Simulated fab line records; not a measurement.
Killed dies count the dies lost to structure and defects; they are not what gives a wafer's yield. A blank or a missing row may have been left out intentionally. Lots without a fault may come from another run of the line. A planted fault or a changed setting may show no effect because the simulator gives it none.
8D (eight disciplines) problem report, filled in by code -- flow n5 finfet -- the parts of the form that need people (team, actions taken, sign-off) are left out

## 1. WHAT WENT WRONG
Wafers without a fault read 26.0 s, standard deviation 0.88; etch rf on time s at N5_BEOL_M1_ETCH_63 reads a mean of 18.6 s on 2 wafers belonging to 2 lots. That is -8.4 standard deviations from the usual mean.
The step: etches SiARC in CF4, target depth 15.6 nm, time 26 s.
First seen on wafer L569.1, day 7 17:33, on rie diel-03. The record has a number at this step for 29 wafers belonging to 10 lots. Rule for "out" (also "out of limits"): further than 4 standard deviations from the usual mean. The other wafers with a number count as sound.

## 2. WHAT IT IS, AND WHAT IT ISN'T
question,is,is not
which readings at this step,etch rf on time s,"cf4 flow sccm, drypump motor current A, oes product au, rf vpp V, showerhead plenum p Torr, throttle valve pct"
which lots,"L569, L571","L564, L565, L567, L568, L579, L580, L581, L582"
which wafers of those lots,"L569.1, L571.1","L569.3, L569.5, L571.2, L571.3"
read on which tools,rie diel-03,"rie diel-01, rie diel-02"
when,from day 7 17:33,"up to then (13 sound wafers); but 14 sound wafers of L571, L579, L580, L581, L582 came after"

## 3. THE SUSPECTS, EACH WITH WHAT RULES IT OUT
Counting: any tool at a process step up to the reading remains a suspect provided it ran every lot that is out. Sound lots after the first of them don't rule it out here, since some wafers of a struck lot are sound.
- rie diel-03 at N5_BEOL_M1_ETCH_74 (etches underlayer in N2/H2, target depth 6.5 nm, time 5.2 s): kept. It processed each lot that is out (first: L569, day 7 17:32); up to then, its last sound lot is L568 (day 7 08:50).
- rie diel-03 at N5_BEOL_M1_ETCH_63 (etches SiARC in CF4, target depth 15.6 nm, time 26 s): kept. It processed each lot that is out (first: L569, day 7 17:33); up to then, its last sound lot is L568 (day 7 08:51). Its own etch rf on time s readings are out on those wafers.
After counting, rie diel-03 at N5_BEOL_M1_ETCH_74 and rie diel-03 at N5_BEOL_M1_ETCH_63 remain.

## 4. THE CAUSE (what the simulator had put in)
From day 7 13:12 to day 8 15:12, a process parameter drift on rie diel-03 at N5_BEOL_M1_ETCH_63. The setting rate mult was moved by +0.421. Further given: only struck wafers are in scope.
Counting leaves 2 suspects; this tool is one of them.

## 5. THE EFFECT CHAIN, in route order
One row per reading whose mean, taken over the struck wafers that have a number, lies over 3 standard deviations from the usual. Only readings whose record carries a usual standard deviation are examined. hours: median over the lots of the time between each lot's start at the first step of this table that gives one and its start at this step. sigmas: the change, counted in usual standard deviations.
hours,step,reading,usual,on struck wafers,change,sigmas
0,N5_BEOL_M1_ETCH_63,etch rf on time s,26.0 s,18.6,-7.4,-8.4
Its process steps:
- N5_BEOL_M1_ETCH_63: etches SiARC in CF4, target depth 15.6 nm, time 26 s.
Later measuring or inspecting steps at which every struck wafer that the step has a row for has a number for every such reading, and none has moved that far: N5_BEOL_M1_CD_MEAS_18, N5_BEOL_M4_RC_MEAS_101.

## 6. WHAT WOULD HAVE CAUGHT IT SOONER
The fault began at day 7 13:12; the first out-of-limits reading in this record came at day 7 17:33, 4 hours later.
